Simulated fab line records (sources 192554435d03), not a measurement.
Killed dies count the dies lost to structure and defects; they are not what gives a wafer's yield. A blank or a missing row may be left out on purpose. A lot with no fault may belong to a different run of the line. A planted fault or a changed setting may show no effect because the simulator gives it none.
Chamber matching | flow n5 finfet | rie diel-06 running N5_DUMMY_REMOVAL_STRIP_10: 4 sister chambers
The step strips in N2/H2, time 40 s. 4 wafers are shown with their chamber, then 12 later ones without.

## EACH WAFER AND ITS CHAMBER
wafer  | chamber | drypump motor current A (A)
L085.3 | 3       | 5.1
L090.2 | 2       | 5.8
L093.1 | 1       | 5.7
L093.6 | 0       | 5.4

## WAFERS WITH NO CHAMBER GIVEN
wafer  | drypump motor current A (A)
L094.1 | 5.8
L094.2 | 5.9
L094.3 | 5.4
L095.2 | 5.8
L095.3 | 5.4
L095.6 | 5.2
L096.4 | 5.7
L096.5 | 5.2
L096.6 | 5.8
L097.1 | 5.2
L097.3 | 5.7
L097.6 | 5.2

## WHICH CHAMBER EACH ONE RAN IN
wafer  | from the rows above     | in truth
L094.1 | can't be placed: 2 or 1 | 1
L094.2 | can't be placed: 2 or 1 | 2
L094.3 | 0                       | 0
L095.2 | can't be placed: 2 or 1 | 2
L095.3 | 0                       | 0
L095.6 | can't be placed: 3 or 0 | 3
L096.4 | can't be placed: 1 or 2 | 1
L096.5 | can't be placed: 3 or 0 | 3
L096.6 | can't be placed: 2 or 1 | 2
L097.1 | can't be placed: 3 or 0 | 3
L097.3 | can't be placed: 1 or 2 | 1
L097.6 | can't be placed: 3 or 0 | 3
Placed correctly: 2 of 12. From these rows, 10 cannot be placed; in 10 the true chamber is one of the candidates. Number placed wrongly: 0.
How it was worked out, from the rows above alone: a wafer's distance from a chamber is the root of the sum, over the readings, of the square of ((its reading less the chamber's mean) divided by the reading's scatter). If the next closest chamber is less than 2 further off than the closest, the wafer can't be placed; otherwise it belongs to the closest. Each chamber's mean is taken over the wafers shown for it. The scatter: with one shown wafer a chamber, the root of the mean of the squares of how far each hidden wafer lies from its nearest shown one.
